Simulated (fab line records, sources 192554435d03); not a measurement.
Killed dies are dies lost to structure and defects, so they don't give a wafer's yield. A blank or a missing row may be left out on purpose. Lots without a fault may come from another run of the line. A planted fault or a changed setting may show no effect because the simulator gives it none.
fab line records | flow n5_finfet
record lots=5 wafers=15 last_day=19
route steps=1938 shown BEOL_M14@1746 BEOL_M15@1773 PASSIVATION@1936
lots that met no fault: from a run of the same line without faults
start_h: hours from the record's first day to the start of the lot's first wafer shown | wait_h: hours since the lot's step before | " the same as in the row above | L1.1+2: a row that stands for several wafers | - no value, or no start given | * or withheld: withheld | < > ~ a bound
route shown NAME@n: a module of which the file shows steps, and the number in the route of the first | usual: mean/standard deviation of fault-free wafers | same: alike in all rows | chamber/n: place in a boat | sites: the reading at each site | _std_site: their standard deviation | _edge_site: outer sites' mean less inner sites' | radius_mm: how far each site lies from the wafer's centre | mask NAME#n: copy n | behind: the tool/chamber that last shaped the wafer | hold: why the lot was held/for how many hours/how that ended | device: the transistor (n, p or np) that didn't switch | end of line: the same wafers' tests at the end of the route | a step without rows: its recipe alone | killed: dies lost to structure and defects at the first sort, not the wafer's yield | map: a wafer's dies, x killed, . not, _ none there
set.NAME: the setting as run; set.NAME@STEP: as run at that earlier step | model.NAME: the simulator's own value behind a step, which no gauge read
lots at some steps of the route; a table a step, a row a wafer
services: from which hour (start_h, from the record's first day; less than 0 if before it) a tool's chamber was out of use, for how many hours, and why
## steps
# step N5_BEOL_M14_CD_MEAS_28
# recipe target_cd_nm=284.4 landing_energy_ev=500 detector=se_inlens
# usual cd_nm=285.2/1.8
# columns lot.wafer tool chamber start_h wait_h cd_nm
L435.1 cd_sem-02 0 284.31 - 285.5
L435.5 " 0 " " 286.0
L435.6 " 0 " " 285.4
L433.2 cd_sem-03 0 288.12 - 285.4
L433.3 " 0 " " 285.9
L433.5 " 0 " " 286.5
L439.2 cd_sem-02 0 321.88 - 286.0
L439.3 " 0 " " 286.0
L439.5 " 0 " " 286.3
L442.1 cd_sem-01 0 345.82 - 281.5
L442.2 " 0 " " 282.9
L442.5 " 0 " " 283.6
L454.1 cd_sem-03 0 425.05 - 283.1
L454.2 " 0 " " 284.6
L454.6 " 0 " " 286.6
# step N5_BEOL_M14_OVL_MEAS_29
# recipe points_per_wafer=44
# usual M14_OVL=5/4.9
# same points_per_wafer=44
# columns lot.wafer tool chamber start_h wait_h M14_OVL[nm]
L435.1 overlay-02 0 284.34 0.0 11
L435.5 " 0 " " 10
L435.6 " 0 " " 6
L433.2 overlay-01 0 288.15 0.0 2
L433.3 " 0 " " 6
L433.5 " 0 " " 4
L439.2 overlay-01 0 321.91 0.0 2
L439.3 " 0 " " 4
L439.5 " 0 " " 8
L442.1 overlay-02 0 345.85 0.0 7
L442.2 " 0 " " 8
L442.5 " 0 " " 5
L454.1 overlay-02 0 425.08 0.0 7
L454.2 " 0 " " 10
L454.6 " 0 " " 10
# step N5_BEOL_M14_INSPECT_30
# recipe mode=adi inspect_instrument=macro
# usual raw_defect_count=2.0/1.6
# columns lot.wafer tool chamber start_h wait_h raw_defect_count
L435.1 defect_inspect-01 - 284.37 0.0 3
L435.5 " - " " 3
L435.6 " - " " 3
L433.2 defect_inspect-01 - 288.17 0.0 3
L433.3 " - " " 2
L433.5 " - " " 2
L439.2 defect_inspect-02 - 321.94 0.0 3
L439.3 " - " " 3
L439.5 " - " " 4
L442.1 defect_inspect-01 - 345.87 0.0 0
L442.2 " - " " 1
L442.5 " - " " 2
L454.1 defect_inspect-01 - 425.11 0.0 2
L454.2 " - " " 1
L454.6 " - " " 1
# step N5_BEOL_M14_DESCUM_33
# recipe chemistry=O2 time_s=7.9 source_power_w=50 bias_power_w=20 pressure_mtorr=20 rf_frequency_hz=2.712e+07 temp_c=40 o2_flow_sccm=225
# step N5_BEOL_M14_ETCH_67
# recipe chemistry=CF4 target=SiARC target_depth_a=1430 time_s=238.3 ion_energy_ev=80 pressure_mtorr=40 source_w=545 bias_w=36 Ar_flow_sccm=100 cf4_flow_sccm=100 ends=cleared
# step N5_BEOL_M14_ETCH_68
# recipe chemistry=N2/H2 target=SOC mask_material=SiARC source_w=3000 bias_w=350 temp_c=40 time_s=450 ion_energy_ev=200 pressure_mtorr=30 n2_flow_sccm=200 h2_flow_sccm=200
# step N5_BEOL_M14_STRIP_69
# recipe chemistry=N2/H2 temp_c=40 n2_flow_sccm=200 h2_flow_sccm=200 rf_frequency_hz=6e+07
# step N5_BEOL_M14_TRENCH_ETCH_34
# recipe chemistry=C4F8/O2/Ar target=SiO2 target_depth_a=5566.5 mask_material=SOC he_inner_torr=15 he_outer_torr=30 time_s=126.9 ion_energy_ev=800 pressure_mtorr=20 source_w=1905 bias_w=2040 Ar_flow_sccm=400 C4F8_flow_sccm=16 O2_flow_sccm=12
# step N5_BEOL_M14_STRIP_70
# recipe chemistry=C4F8/O2/Ar resist=SiARC rf_frequency_hz=6e+07
# step N5_BEOL_M14_OCD_MEAS_35
# usual trench_depth_nm=556/10
# columns lot.wafer tool chamber start_h wait_h trench_depth_nm
L435.1 ocd-02 - 285.02 0.0 563
L435.5 " - " " 571
L435.6 " - " " 579
L433.2 ocd-01 - 288.82 0.0 565
L433.3 " - " " 568
L433.5 " - " " 552
L439.2 ocd-01 - 322.58 0.0 549
L439.3 " - " " 552
L439.5 " - " " 543
L442.1 ocd-02 - 346.52 0.0 533
L442.2 " - " " 553
L442.5 " - " " 553
L454.1 ocd-02 - 425.85 0.0 576
L454.2 " - " " 569
L454.6 " - " " 577
# step N5_BEOL_M14_STRIP_37
# recipe chemistry=O2 power_w=600 temp_c=60 pressure_mtorr=30 rf_frequency_hz=6e+07 bias_power_w=0 overash_fraction=0.3 o2_flow_sccm=225
# step N5_BEOL_M14_ETCH_38
# recipe chemistry=CF4/N2 target=SiCN target_depth_a=1065 taper_deg=2 time_s=120.6 ion_energy_ev=150 mask_material=SiO2 pressure_mtorr=40 source_w=430 bias_w=70 Ar_flow_sccm=100 cf4_flow_sccm=60 n2_flow_sccm=60
# step N5_BEOL_M14_PRECLEAN_39
# recipe chemistry=residue_remover time_s=60 temp_c=40
# columns lot.wafer tool chamber start_h wait_h
L435.1+5+6 wet_bench-02 1,4,5 287.32 -
L433.2+3+5 wet_bench-01 5,3,2 292.40 -
L439.2+3+5 wet_bench-02 0,4,2 322.87 -
L442.1+2+5 wet_bench-02 6,2,3 351.25 -
L454.1+2+6 wet_bench-01 6,4,3 429.74 -
# step N5_BEOL_M14_SRD_40
# recipe time_s=30 temp_c=23 rinse_liquid=diw dry=n2_spin spin_rpm=1500 dry_time_s=30
# step N5_BEOL_M14_DEGAS_41
# recipe ambient=vacuum temp_c=300 time_s=60
# usual heater_power_w=470/29
# columns lot.wafer tool chamber start_h wait_h heater_power_w
L435.1 pvd_sputter-02 - 287.52 0.2 440
L435.5 " - " " 441
L435.6 " - " " 479
L433.2 pvd_sputter-01 - 292.49 0.1 472
L433.3 " - " " 438
L433.5 " - " " 455
L439.2 pvd_sputter-01 - 323.06 0.2 478
L439.3 " - " " 473
L439.5 " - " " 461
L442.1 pvd_sputter-03 - 351.83 0.5 527
L442.2 " - " " 515
L442.5 " - " " 441
L454.1 pvd_sputter-01 - 430.01 0.2 486
L454.2 " - " " 465
L454.6 " - " " 443
# step N5_BEOL_M14_PRE_CLEAN_42
# recipe gas=H2/He time_s=30 temp_c=300
# usual heater_power_w=471/29
# columns lot.wafer tool chamber start_h wait_h heater_power_w
L435.1 pvd_sputter-02 - 287.56 0.0 431
L435.5 " - " " 425
L435.6 " - " " 485
L433.2 pvd_sputter-01 - 292.53 0.0 475
L433.3 " - " " 435
L433.5 " - " " 469
L439.2 pvd_sputter-01 - 323.10 0.0 468
L439.3 " - " " 488
L439.5 " - " " 474
L442.1 pvd_sputter-03 - 351.87 0.0 503
L442.2 " - " " 507
L442.5 " - " " 436
L454.1 pvd_sputter-01 - 430.05 0.0 494
L454.2 " - " " 483
L454.6 " - " " 443
# step N5_BEOL_M14_SPUTTER_43
# recipe material=TaN target_thk_a=150 temp_c=50 bias_v=168.6 power_w=15000 chamber_pressure_pa=0.12 time_s=24.19
# usual cathode_dc_power_W=15000/3.1 throttle_valve_pct=30.2/1.1
# columns lot.wafer tool chamber start_h wait_h cathode_dc_power_W throttle_valve_pct
L435.1 pvd_sputter-02 - 287.60 0.0 15003 29.8
L435.5 " - " " 14996 29.9
L435.6 " - " " 15001 28.6
L433.2 pvd_sputter-01 - 292.57 0.0 14998 31.6
L433.3 " - " " 14996 30.7
L433.5 " - " " 15000 31.5
L439.2 pvd_sputter-01 - 323.14 0.0 14998 31.5
L439.3 " - " " 15000 31.6
L439.5 " - " " 15001 31.6
L442.1 pvd_sputter-03 - 351.91 0.0 14997 29.9
L442.2 " - " " 14996 28.5
L442.5 " - " " 15002 29.2
L454.1 pvd_sputter-01 - 430.09 0.0 15002 31.3
L454.2 " - " " 14995 31.8
L454.6 " - " " 15000 30.7
# step N5_BEOL_M14_SPUTTER_44
# recipe material=Ta target_thk_a=150 temp_c=50 bias_v=80 power_w=15000 chamber_pressure_pa=0.07 time_s=24.19
# step N5_BEOL_M14_SPUTTER_45
# recipe material=Cu target_thk_a=1000 temp_c=-20 bias_v=60 power_w=26000 chamber_pressure_pa=0.13 time_s=16.67
# usual cathode_dc_power_W=26000/4.8 throttle_valve_pct=30.2/1.2
# columns lot.wafer tool chamber start_h wait_h cathode_dc_power_W throttle_valve_pct
L435.1 pvd_sputter-02 - 287.76 0.0 26005 29.5
L435.5 " - " " 26011 29.5
L435.6 " - " " 26002 29.0
L433.2 pvd_sputter-01 - 292.73 0.0 26006 31.7
L433.3 " - " " 25999 30.5
L433.5 " - " " 26002 31.4
L439.2 pvd_sputter-01 - 323.30 0.0 25996 31.2
L439.3 " - " " 25995 31.5
L439.5 " - " " 25996 31.6
L442.1 pvd_sputter-03 - 352.07 0.0 26002 30.2
L442.2 " - " " 25999 28.1
L442.5 " - " " 26008 29.5
L454.1 pvd_sputter-01 - 430.25 0.0 25993 31.6
L454.2 " - " " 26004 31.6
L454.6 " - " " 25996 30.6
# step N5_BEOL_M14_ECD_47
# recipe material=Cu target_thk_a=12480
# step N5_BEOL_M14_ANNEAL_48
# recipe temp_c=225 time_s=90 ambient=N2
# step N5_BEOL_M14_CMP_49
# recipe stop_on=SiO2 t_overpolish_s=5.2 down_force_psi=2 platen_rpm=80 clearing_platen_down_force_psi=2 clearing_platen_rpm=80 post_cmp_clean=cu_alkaline target_thk_nm=560 clearing_platen_pad_velocity_m_s=1.5917 pad_velocity_m_s=1.5917
# step N5_BEOL_M14_THK_MEAS_50
# recipe thk_meas_gauge=xrf reads=Cu_of_BEOL_M14_ECD_47
# usual M14_THK=561/12
# columns lot.wafer tool chamber start_h wait_h M14_THK[nm]
L435.1 film_metro-02 - 288.92 - 566
L435.5 " - " " 582
L435.6 " - " " 586
L433.2 film_metro-02 - 293.90 - 572
L433.3 " - " " 575
L433.5 " - " " 556
L439.2 film_metro-01 - 324.94 - 552
L439.3 " - " " 552
L439.5 " - " " 542
L442.1 film_metro-02 - 352.97 - 544
L442.2 " - " " 557
L442.5 " - " " 559
L454.1 film_metro-01 - 431.46 - 581
L454.2 " - " " 568
L454.6 " - " " 580
# step N5_BEOL_M14_PRE_CLEAN_52
# recipe gas=NH3 time_s=15 temp_c=withheld rf_power_w=300
# step N5_BEOL_M14_DEP_53
# recipe material=SiCN target_thk_a=500 temp_c=withheld precursor=3MS/NH3 pressure_torr=3 rf_w=675 time_s=17.8
# step N5_BEOL_M14_RS_MEAS_54
# recipe thk_meas_gauge=four-point-probe reads=Cu_of_BEOL_M14_ECD_47+Ta_of_BEOL_M14_SPUTTER_44+TaN_of_BEOL_M14_SPUTTER_43
# usual M14_RS=0.0332/0.00064
# columns lot.wafer tool chamber start_h wait_h M14_RS[ohm/sq]
L435.1 film_metro-01 - 289.05 0.0 0.0328
L435.5 " - " " 0.0324
L435.6 " - " " 0.0319
L433.2 film_metro-02 - 294.03 0.1 0.0326
L433.3 " - " " 0.0326
L433.5 " - " " 0.0335
L439.2 film_metro-01 - 325.10 0.1 0.0336
L439.3 " - " " 0.0335
L439.5 " - " " 0.0340
L442.1 film_metro-01 - 353.10 0.0 0.0345
L442.2 " - " " 0.0334
L442.5 " - " " 0.0333
L454.1 film_metro-01 - 431.59 0.0 0.0320
L454.2 " - " " 0.0325
L454.6 " - " " 0.0320
# step N5_BEOL_M15_ILD_DEP_00
# recipe material=SiO2 target_thk_a=16293 temp_c=400 precursor=TEOS/O2 pressure_torr=6.5 rf_w=900 teos_flow_sccm=161.4 gas=O2 flow_sccm=2650 time_s=346.1
# step N5_BEOL_M15_THK_MEAS_01
# recipe reads=SiO2_of_BEOL_M15_ILD_DEP_00
# usual M15_ILD_THK=1626/21
# columns lot.wafer tool chamber start_h wait_h M15_ILD_THK[nm]
L435.1 film_metro-01 - 289.37 0.1 1619
L435.5 " - " " 1664
L435.6 " - " " 1657
L433.2 film_metro-02 - 294.34 0.1 1645
L433.3 " - " " 1627
L433.5 " - " " 1645
L439.2 film_metro-02 - 325.52 0.3 1585
L439.3 " - " " 1636
L439.5 " - " " 1652
L442.1 film_metro-02 - 353.41 0.1 1585
L442.2 " - " " 1615
L442.5 " - " " 1614
L454.1 film_metro-01 - 432.01 0.2 1623
L454.2 " - " " 1626
L454.6 " - " " 1623
# step N5_BEOL_M15_COAT_58
# recipe resist=BARC temp_c=205 time_s=60 spin_rpm=1500 resist_thk_nm=89
# step N5_BEOL_M15_COAT_04
# recipe spin_rpm=1704 resist_thk_nm=800
# step N5_BEOL_M15_EBR_06
# recipe solvent=PGMEA ebr_width_mm=1.5
# step N5_BEOL_M15_SOFTBAKE_05
# recipe temp_c=130 time_s=60
# step N5_BEOL_M15_EXPOSE_07
# recipe mask_id=V14 na=0.8 source_shape=annular sigma_inner=0.5 sigma_outer=0.8 polarization=unpolarized attpsm_phase_deg=180 dose_mj=41.25
# step N5_BEOL_M15_PEB_08
# recipe peb_temp_c=130 peb_time_s=90
# step N5_BEOL_M15_DEVELOP_09
# recipe develop_time_s=45 rinse_liquid=diw dry=air_spin dev_temp_c=21
# step N5_BEOL_M15_HARDBAKE_14
# recipe temp_c=130 time_s=120
# step N5_BEOL_M15_CD_MEAS_10
# recipe target_cd_nm=360 landing_energy_ev=500 detector=se_inlens polarity=opening
# usual cd_nm=360.1/1.6
# columns lot.wafer tool chamber start_h wait_h cd_nm
L435.1 cd_sem-03 0 289.67 - 358.4
L435.5 " 0 " " 359.7
L435.6 " 0 " " 359.7
L433.2 cd_sem-01 0 294.77 - 357.3
L433.3 " 0 " " 360.6
L433.5 " 0 " " 363.0
L439.2 cd_sem-01 0 326.34 - 359.6
L439.3 " 0 " " 363.4
L439.5 " 0 " " 362.4
L442.1 cd_sem-02 0 353.72 - 362.1
L442.2 " 0 " " 360.3
L442.5 " 0 " " 358.9
L454.1 cd_sem-01 0 432.32 - 361.5
L454.2 " 0 " " 360.9
L454.6 " 0 " " 359.6
# step N5_BEOL_M15_OVL_MEAS_11
# recipe points_per_wafer=44
# usual V14_OVL=0/5.2
# same points_per_wafer=44
# columns lot.wafer tool chamber start_h wait_h V14_OVL[nm]
L435.1 overlay-01 0 289.70 0.0 4
L435.5 " 0 " " 1
L435.6 " 0 " " 3
L433.2 overlay-01 0 294.80 0.0 2
L433.3 " 0 " " 2
L433.5 " 0 " " 5
L439.2 overlay-01 0 326.37 0.0 5
L439.3 " 0 " " 2
L439.5 " 0 " " 14
L442.1 overlay-02 0 353.75 0.0 2
L442.2 " 0 " " -4
L442.5 " 0 " " 1
L454.1 overlay-01 0 432.35 0.0 -3
L454.2 " 0 " " -2
L454.6 " 0 " " -1
# step N5_BEOL_M15_DESCUM_15
# recipe chemistry=O2 time_s=7.9 source_power_w=50 bias_power_w=20 pressure_mtorr=20 rf_frequency_hz=2.712e+07 temp_c=40 o2_flow_sccm=225
# usual drypump_motor_current_A=5.8/0.35 o2_flow_sccm=224.9/0.64 oes_product_au=0.81/0.086 rf_vpp_V=243.6/1.3 showerhead_plenum_p_Torr=2.11/0.061 throttle_valve_pct=20.45/0.21
# columns lot.wafer tool chamber start_h wait_h drypump_motor_current_A o2_flow_sccm oes_product_au rf_hours_counter_h rf_vpp_V showerhead_plenum_p_Torr throttle_valve_pct
L435.1 rie_diel-01 2 289.76 0.0 5.8 224.8 0.94 36 245.8 2.22 20.28
L435.5 " 3 " " 5.8 225.0 0.82 - 244.7 2.10 20.45
L435.6 " 2 " " 5.9 224.4 0.93 - 246.0 2.22 20.29
L433.2 rie_diel-02 2 294.86 0.0 6.2 225.5 0.67 246 242.1 2.05 20.35
L433.3 " 0 " " 5.5 225.1 0.73 196 243.9 2.15 20.88
L433.5 " 1 " " 5.7 225.0 0.88 - 244.5 2.11 20.15
L439.2 rie_diel-05 2 326.43 0.0 5.0 225.1 0.71 220 240.9 1.99 20.41
L439.3 " 3 " " 5.8 224.3 0.90 21 244.0 2.14 20.38
L439.5 " 3 " " 5.8 224.3 0.91 - 245.0 2.14 20.38
L442.1 rie_diel-02 0 353.81 0.0 5.5 225.5 0.72 215 245.0 2.15 20.92
L442.2 " 2 " " 6.2 225.3 0.95 6 241.4 2.05 20.01
L442.5 " 3 " " 6.2 224.9 0.84 - 244.7 2.22 20.48
L454.1 rie_diel-05 0 432.41 0.0 6.1 225.0 0.90 33 243.6 2.13 20.26
L454.2 " 1 " " 6.0 225.0 0.69 215 241.1 2.06 20.49
L454.6 " 0 " " 6.1 225.2 0.90 - 244.7 2.13 20.28
# step N5_BEOL_M15_ETCH_59
# recipe chemistry=N2/H2 target=BARC target_depth_a=890 overetch_a=267 time_s=67.9 ion_energy_ev=200 pressure_mtorr=30 source_w=840 bias_w=150 n2_flow_sccm=200 h2_flow_sccm=200
# step N5_PASSIVATION_PROBE_49
# usual defect_limited_yield=91.2/1.4 killed_at_M0_to_M3=34/9.4 killed_at_M4_up=14/5.6 killed_at_contacts=13/7.8 killed_at_front_end=37/10 killed_at_other=4/3.3 killed_dies=103/17 killed_on_rim=14/3.5 killed_open=68/13 killed_short=33/8.2 sort_bin_5_function=5.1/0.92 sort_bin_6_memory=3.3/0.71 sort_bin_8_speed=0.01/0.043 sort_n_pass=1077/17 sort_yield_pct=91.2/1.4
# same gross_dies=1180 killed_at_back_side=0 sort_bin_4_leakage[%]=0
# columns lot.wafer tool chamber start_h wait_h defect_limited_yield[%] killed_at_M0_to_M3 killed_at_M4_up killed_at_contacts killed_at_front_end killed_at_other killed_dies killed_on_rim killed_open killed_short sort_bin_5_function[%] sort_bin_6_memory[%] sort_bin_8_speed[%] sort_n_pass sort_yield_pct[%]
L435.1 prober-02 - 309.04 0.0 87.3 29 23 24 70 4 150 22 97 53 6.7 5.3 0 1030 87.3
L435.5 prober-02 - 309.24 0.2 90.8 34 25 10 38 2 109 12 69 40 5.0 3.6 0 1071 90.8
L435.6 prober-02 - 309.29 0.3 90.8 28 19 11 44 6 108 16 65 43 4.7 3.9 0 1072 90.8
L433.2 prober-02 - 318.11 0.1 90.6 23 21 12 54 1 111 14 83 28 5.3 3.8 0 1069 90.6
L433.3 prober-02 - 318.16 0.1 91.5 18 14 11 57 0 100 17 72 26 4.8 3.2 0 1080 91.5
L433.5 prober-02 - 318.26 0.2 92.5 30 16 0 42 0 88 19 56 27 4.0 2.6 0.17 1090 92.4
L439.2 prober-02 - 343.88 0.1 92.8 20 9 8 45 3 85 9 59 24 4.0 3.1 0 1095 92.8
L439.3 prober-02 - 343.93 0.1 91.5 24 14 12 44 6 100 13 67 33 5.5 2.8 0 1080 91.5
L439.5 prober-02 - 344.03 0.2 90.4 25 19 10 52 7 113 19 78 34 5.8 3.3 0 1067 90.4
L442.1 prober-02 - 372.54 0.0 90.3 42 9 28 34 1 114 9 75 39 5.7 3.7 0 1066 90.3
L442.2 prober-02 - 372.59 0.1 83.7 35 110 15 32 0 192 26 58 34 10.5 3.8 0 988 83.7
L442.5 prober-02 - 372.74 0.2 91.4 40 18 15 26 3 102 16 75 27 5.3 3.4 0 1078 91.4
L454.1 prober-02 - 452.51 0.0 93.7 27 8 3 32 4 74 8 41 32 3.6 2.3 0 1106 93.7
L454.2 prober-02 - 452.56 0.1 91.3 40 14 9 35 5 103 14 56 42 5.2 2.7 0 1077 91.3
L454.6 prober-02 - 452.76 0.3 90.7 39 20 10 34 7 110 16 76 34 5.8 3.3 0 1070 90.7
# killed by level:class
L435.1 STI_FIN_REVEAL:geometric_particle:open=21 FIN_SAQP:geometric_particle:short=18 MOL_CONTACT_COAG:geometric_particle:open=18 FIN_SAQP:geometric_particle:open=12 BEOL_M4:geometric_particle:open=11 BEOL_M4:geometric_particle:short=8 BEOL_M0_SAQP:geometric_particle:open=7 MOL_CONTACT_COAG:geometric_particle:short=6
L435.5 BEOL_M4:geometric_particle:open=12 MOL_CONTACT_COAG:geometric_particle:open=9 BEOL_M0_SAQP:geometric_particle:short=9 FIN_SAQP:geometric_particle:short=8 STI_FIN_REVEAL:geometric_particle:open=8 BEOL_M2:geometric_particle:open=7 BEOL_M0_SAQP:geometric_particle:open=6 STARTING-WAFER:geometric_particle:short=6
L435.6 BEOL_M0_SAQP:geometric_particle:short=12 BEOL_M4:geometric_particle:open=12 STI_FIN_REVEAL:geometric_particle:open=11 FIN_SAQP:geometric_particle:open=9 MOL_CONTACT_COAG:geometric_particle:open=8 FIN_SAQP:geometric_particle:short=6 BEOL_M1:geometric_particle:open=5 STARTING-WAFER:geometric_particle:open=5
L433.2 STI_FIN_REVEAL:geometric_particle:open=25 BEOL_M4:geometric_particle:open=11 MOL_CONTACT_COAG:geometric_particle:open=8 BEOL_M3:geometric_particle:open=7 BEOL_M0:geometric_particle:open=6 DUMMY_GATE:geometric_particle:open=6 ILD0:geometric_particle:short=5 BEOL_M1:geometric_particle:open=5
L433.3 STI_FIN_REVEAL:geometric_particle:open=26 MOL_CONTACT_COAG:geometric_particle:open=10 FIN_SAQP:geometric_particle:open=5 FIN_SAQP:geometric_particle:short=5 BEOL_M1:geometric_particle:open=5 DUMMY_GATE:geometric_particle:open=4 BEOL_M2:geometric_particle:open=4 BEOL_M4:geometric_particle:short=4
L433.5 STI_FIN_REVEAL:geometric_particle:open=10 BEOL_M4:geometric_particle:open=7 FIN_SAQP:geometric_particle:short=6 BEOL_M2:geometric_particle:open=6 BEOL_M1:geometric_particle:open=5 HKMG_FIN:area_etch=5 FIN_SAQP:geometric_particle:open=4 BEOL_M3:geometric_particle:short=4
L439.2 STI_FIN_REVEAL:geometric_particle:open=16 MOL_CONTACT_COAG:geometric_particle:open=7 BEOL_M0_SAQP:geometric_particle:short=6 FIN_SAQP:geometric_particle:short=4 BEOL_M0_SAQP:geometric_particle:open=4 STI_FIN_REVEAL:geometric_particle:short=3 DUMMY_GATE:geometric_particle:open=3 ILD0:geometric_particle:open=3
L439.3 STI_FIN_REVEAL:geometric_particle:open=12 MOL_CONTACT_COAG:geometric_particle:open=10 FIN_SAQP:geometric_particle:open=8 BEOL_M0_SAQP:geometric_particle:short=8 FIN_SAQP:geometric_particle:short=6 GATE_CUT:geometric_particle:short=6 BEOL_M5:geometric_particle:open=5 BEOL_M0_SAQP:geometric_particle:open=4
L439.5 STI_FIN_REVEAL:geometric_particle:open=17 MOL_CONTACT_COAG:geometric_particle:open=10 BEOL_M0_SAQP:geometric_particle:open=9 FIN_SAQP:geometric_particle:open=7 STI_FIN_REVEAL:geometric_particle:short=7 BEOL_M4:geometric_particle:open=6 ILD0:geometric_particle:open=4 FIN_SAQP:geometric_particle:short=4
L442.1 MOL_CONTACT_COAG:geometric_particle:open=23 BEOL_M0_SAQP:geometric_particle:short=15 GATE_CUT:geometric_particle:open=10 BEOL_M0_SAQP:geometric_particle:open=10 STI_FIN_REVEAL:geometric_particle:open=6 GATE_CUT:geometric_particle:short=6 MOL_CONTACT_COAG:geometric_particle:short=5 BEOL_M1:geometric_particle:open=5
L442.2 BEOL_M14:unspecified=100 BEOL_M3:geometric_particle:open=15 MOL_CONTACT_COAG:geometric_particle:open=11 FIN_SAQP:geometric_particle:short=9 BEOL_M0_SAQP:geometric_particle:short=8 GATE_CUT:geometric_particle:short=6 MOL_CONTACT_COAG:geometric_particle:short=4 BEOL_M0_SAQP:geometric_particle:open=4
L442.5 MOL_CONTACT_COAG:geometric_particle:open=13 BEOL_M2:geometric_particle:open=9 BEOL_M3:geometric_particle:open=7 BEOL_M0_SAQP:geometric_particle:open=7 BEOL_M0_SAQP:geometric_particle:short=7 FIN_SAQP:geometric_particle:open=6 BEOL_M1:geometric_particle:open=6 GATE_CUT:geometric_particle:open=5
L454.1 STI_FIN_REVEAL:geometric_particle:open=7 BEOL_M2:geometric_particle:open=7 FIN_SAQP:geometric_particle:short=6 BEOL_M0_SAQP:geometric_particle:short=5 FIN_SAQP:geometric_particle:open=4 BEOL_M0_SAQP:geometric_particle:open=4 BEOL_M2:geometric_particle:short=4 BEOL_M3:geometric_particle:open=4
L454.2 BEOL_M2:geometric_particle:open=15 BEOL_M0_SAQP:geometric_particle:short=10 BEOL_M4:geometric_particle:open=9 MOL_CONTACT_COAG:geometric_particle:open=8 FIN_SAQP:geometric_particle:short=7 BEOL_M2:geometric_particle:short=7 STI_FIN_REVEAL:geometric_particle:open=5 HKMG_FIN:area_etch=5
L454.6 BEOL_M2:geometric_particle:open=12 BEOL_M4:geometric_particle:open=11 MOL_CONTACT_COAG:geometric_particle:open=9 STI_FIN_REVEAL:geometric_particle:open=8 BEOL_M2:geometric_particle:short=8 BEOL_M3:geometric_particle:open=8 DUMMY_GATE:geometric_particle:open=5 BEOL_M0_SAQP:geometric_particle:short=5
# map L442.2 (x killed, . not)
_________________............________________
______________........xx....x..._____________
___________.....xx.................__________
__________.........................._________
________.............................._______
_______....x.....................x.xx..______
______......x......xx.x....x.x.....x...._____
_____.x....................x.............____
____............x.........x.....x..xx.x...___
___.................x.......x......x.x.....__
___.........................xx......x......__
__...x..........................x....x..x..._
__...xx.............x......................x_
_.x......................................x...
_......x.........x.........x........xx.......
_...................................x........
_..x..x...............x.............x........
_.................................x..xx......
_..x.....x...........x................x......
_.......x....x.....x.................x.......
_...............x.......................x....
__.....................x......x............._
__...x....x..x...x.......................x.x_
___.......x.....x..x.........xxx.xxx.......__
___..........xx...x......x.x.xxx.xxxx.x.x..__
____.x....x......x.......x.x.xxxxxxxxxx.x.___
_____.............x.......x.xxxxxxxxxxxx.____
______...x..x...x.x.......x.xxxxxxxxxxx._____
_______..........x........xxxxxxxxxxxxx______
________.x................xxxxxxxxxxxx_______
__________...x............x.xxxxxxxx_________
___________.x.............xx.xxxxxx__________
______________.........x....xxx._____________
_________________...........x________________
# map L435.1 (x killed, . not)
_________________x...........________________
______________...x........x..x.._____________
___________.......x...x....x.......__________
__________..........x.x....x.....x.x_________
________.................x.......x...._______
_______..............x...............x.______
______.............xx........xxx...x...._____
_____x........................x.......x..____
____........x.......x...x...x..........x.x___
___.x.....x.xxx................x........x..__
___..........xx..xxx...x.x..x..........x.x.__
__......................x..................._
__.....x..x.....................x.x.x......._
_.....x.................x..........x...x.....
_.xx..............x....x.x...x...............
_....................................x..x....
_x.xxx..x............x...........x.......xx..
_..x.....x.........x.x..x..x...............x.
_...................x..............x........x
_......x...xx............x.x.......x.........
_...x....................x....x.x.x.x........
__.x..................x..x....x...x.....x..x_
__x............x.x........x....x......x....._
___.x.......x..........x.....x.........x.x.__
___...x.....x.x...x........................__
____....x..........x......................___
_____xx.x.......................x..x...x.____
______........x..........x..x.x......x.._____
_______........x........x....x.........______
________..x.x.x...............x......._______
__________x....x....x..........x...._________
___________xx..............x.....x.__________
______________..............x..x_____________
_________________............________________
## services
# columns tool chamber start_h hours kind
rie_diel-02 - 263.90 1.7 repair
rie_diel-05 0 306.85 - clean
rie_diel-05 0 306.85 - consumable_replace:focus_ring
rie_diel-05 0 306.85 23.4 scheduled_down
rie_diel-05 0 306.85 23.4 vent_cycle
rie_diel-01 0 309.55 5.6 repair
rie_diel-02 2 313.40 - clean
rie_diel-02 2 313.40 - consumable_replace:focus_ring
rie_diel-02 2 313.40 18.2 scheduled_down
rie_diel-02 2 313.40 18.2 vent_cycle
wet_bench-02 - 320.15 1.2 repair
rie_diel-01 - 320.61 2.8 pm
rie_diel-01 3 370.74 13.1 repair
rie_diel-02 3 383.28 7.3 repair
rie_diel-05 2 426.90 - clean
rie_diel-05 2 426.90 - consumable_replace:focus_ring
rie_diel-05 2 426.90 - consumable_replace:showerhead
rie_diel-05 2 426.90 15.7 scheduled_down
rie_diel-05 2 426.90 15.7 vent_cycle
rie_diel-05 3 430.46 22.3 repair
## key
first_sign step=N5_PASSIVATION_PROBE_49 reading=killed_at_M4_up direction=up sigmas=17 usual=14 struck=110
effect step=N5_PASSIVATION_PROBE_49 reading=defect_limited_yield direction=down sigmas=5.2 usual=91.2 struck=83.7
more_kills_born_at N5_BEOL_M14_PRECLEAN_39@wet_bench-02=100
met_at N5_BEOL_M14_PRECLEAN_39
struck_wafers L442.2
onset_between 322.87 351.25
fault kind=chamber_particle_source tool=wet_bench-02 chamber=2 onset_h=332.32 steps=N5_BEOL_M14_PRECLEAN_39 rate_per_visit_cm2=0.88595 end_h=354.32
